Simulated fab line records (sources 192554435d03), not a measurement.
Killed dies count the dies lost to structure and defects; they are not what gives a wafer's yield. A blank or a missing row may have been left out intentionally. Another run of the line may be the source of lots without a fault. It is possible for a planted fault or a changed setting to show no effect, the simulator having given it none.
Chamber matching :: flow n5_finfet :: 4 sister chambers for N5_BEOL_M5_DESCUM_16 on rie_diel-05
The step chemistry O2, time 7 s. 18 wafers are shown with their chamber, then 9 later ones without.

== WAFERS WITH THEIR CHAMBER ==
wafer: L074.1
chamber: 1
drypump_motor_current_A (A): 5.7
showerhead_plenum_p_Torr (Torr): 1.98
throttle_valve_pct (%): 20.59

wafer: L074.2
chamber: 2
drypump_motor_current_A (A): 6.7
showerhead_plenum_p_Torr (Torr): 2.08
throttle_valve_pct (%): 20.43

wafer: L074.6
chamber: 1
drypump_motor_current_A (A): 5.7
showerhead_plenum_p_Torr (Torr): 1.98
throttle_valve_pct (%): 20.60

wafer: L076.3
chamber: 2
drypump_motor_current_A (A): 6.7
showerhead_plenum_p_Torr (Torr): 2.08
throttle_valve_pct (%): 20.43

wafer: L076.4
chamber: 3
drypump_motor_current_A (A): 5.2
showerhead_plenum_p_Torr (Torr): 2.08
throttle_valve_pct (%): 20.44

wafer: L076.5
chamber: 2
drypump_motor_current_A (A): 6.7
showerhead_plenum_p_Torr (Torr): 2.08
throttle_valve_pct (%): 20.44

wafer: L078.3
chamber: 1
drypump_motor_current_A (A): 5.7
showerhead_plenum_p_Torr (Torr): 1.98
throttle_valve_pct (%): 20.61

wafer: L078.4
chamber: 0
drypump_motor_current_A (A): 5.9
showerhead_plenum_p_Torr (Torr): 2.14
throttle_valve_pct (%): 19.93

wafer: L078.6
chamber: 3
drypump_motor_current_A (A): 5.2
showerhead_plenum_p_Torr (Torr): 2.08
throttle_valve_pct (%): 20.45

wafer: L083.1
chamber: 0
drypump_motor_current_A (A): 5.9
showerhead_plenum_p_Torr (Torr): 2.13
throttle_valve_pct (%): 19.95

wafer: L083.4
chamber: 3
drypump_motor_current_A (A): 5.2
showerhead_plenum_p_Torr (Torr): 2.08
throttle_valve_pct (%): 20.45

wafer: L083.5
chamber: 3
drypump_motor_current_A (A): 5.2
showerhead_plenum_p_Torr (Torr): 2.08
throttle_valve_pct (%): 20.47

wafer: L080.3
chamber: 2
drypump_motor_current_A (A): 6.7
showerhead_plenum_p_Torr (Torr): 2.07
throttle_valve_pct (%): 20.45

wafer: L080.4
chamber: 0
drypump_motor_current_A (A): 6.0
showerhead_plenum_p_Torr (Torr): 2.13
throttle_valve_pct (%): 19.97

wafer: L080.5
chamber: 0
drypump_motor_current_A (A): 5.9
showerhead_plenum_p_Torr (Torr): 2.13
throttle_valve_pct (%): 19.97

wafer: L089.2
chamber: 1
drypump_motor_current_A (A): 5.7
showerhead_plenum_p_Torr (Torr): 1.97
throttle_valve_pct (%): 20.65

wafer: L089.4
chamber: 0
drypump_motor_current_A (A): 6.0
showerhead_plenum_p_Torr (Torr): 2.13
throttle_valve_pct (%): 19.98

wafer: L089.5
chamber: 0
drypump_motor_current_A (A): 5.9
showerhead_plenum_p_Torr (Torr): 2.13
throttle_valve_pct (%): 19.97

SIGNATURES, as means of the wafers listed above
reading: drypump_motor_current_A
chamber 0: 5.933
chamber 1: 5.700
chamber 2: 6.700
chamber 3: 5.200
scatter within a chamber: 0.0309

reading: showerhead_plenum_p_Torr
chamber 0: 2.1317
chamber 1: 1.9775
chamber 2: 2.0775
chamber 3: 2.0800
scatter within a chamber: 0.00408

reading: throttle_valve_pct
chamber 0: 19.9617
chamber 1: 20.6125
chamber 2: 20.4375
chamber 3: 20.4525
scatter within a chamber: 0.0179
Rule: for a wafer and a chamber, the distance is found by dividing, reading by reading, the gap between the wafer's reading and the chamber's mean by the reading's scatter, squaring, summing and taking the root. If the next closest chamber is less than 2 further off than the closest, the wafer can't be placed; otherwise it belongs to the closest. How the scatter is found: for the shown wafers, subtract from each reading the mean of its chamber, square and add these, divide the total by (wafers less chambers), then take the root.

== WAFERS WITHOUT THEIR CHAMBER ==
wafer: L092.1
drypump_motor_current_A (A): 5.2
showerhead_plenum_p_Torr (Torr): 2.07
throttle_valve_pct (%): 20.51

wafer: L092.2
drypump_motor_current_A (A): 6.7
showerhead_plenum_p_Torr (Torr): 2.07
throttle_valve_pct (%): 20.12

wafer: L092.3
drypump_motor_current_A (A): 5.7
showerhead_plenum_p_Torr (Torr): 1.97
throttle_valve_pct (%): 20.66

wafer: L093.1
drypump_motor_current_A (A): 6.0
showerhead_plenum_p_Torr (Torr): 2.12
throttle_valve_pct (%): 20.00

wafer: L093.2
drypump_motor_current_A (A): 5.2
showerhead_plenum_p_Torr (Torr): 2.06
throttle_valve_pct (%): 20.52

wafer: L093.4
drypump_motor_current_A (A): 5.7
showerhead_plenum_p_Torr (Torr): 1.96
throttle_valve_pct (%): 20.66

wafer: L096.2
drypump_motor_current_A (A): 5.9
showerhead_plenum_p_Torr (Torr): 2.12
throttle_valve_pct (%): 20.01

wafer: L096.3
drypump_motor_current_A (A): 5.2
showerhead_plenum_p_Torr (Torr): 2.06
throttle_valve_pct (%): 20.54

wafer: L096.5
drypump_motor_current_A (A): 5.7
showerhead_plenum_p_Torr (Torr): 1.96
throttle_valve_pct (%): 20.67

== EACH ONE'S CHAMBER ==
wafer: L092.1
from the rows above: 3
in truth: 3

wafer: L092.2
from the rows above: 2
in truth: 2

wafer: L092.3
from the rows above: 1
in truth: 1

wafer: L093.1
from the rows above: 0
in truth: 0

wafer: L093.2
from the rows above: 3
in truth: 3

wafer: L093.4
from the rows above: 1
in truth: 1

wafer: L096.2
from the rows above: 0
in truth: 0

wafer: L096.3
from the rows above: 3
in truth: 3

wafer: L096.5
from the rows above: 1
in truth: 1
Correct placement for 9 of the 9. Left unplaced by these rows: 0. 0 placed wrongly.
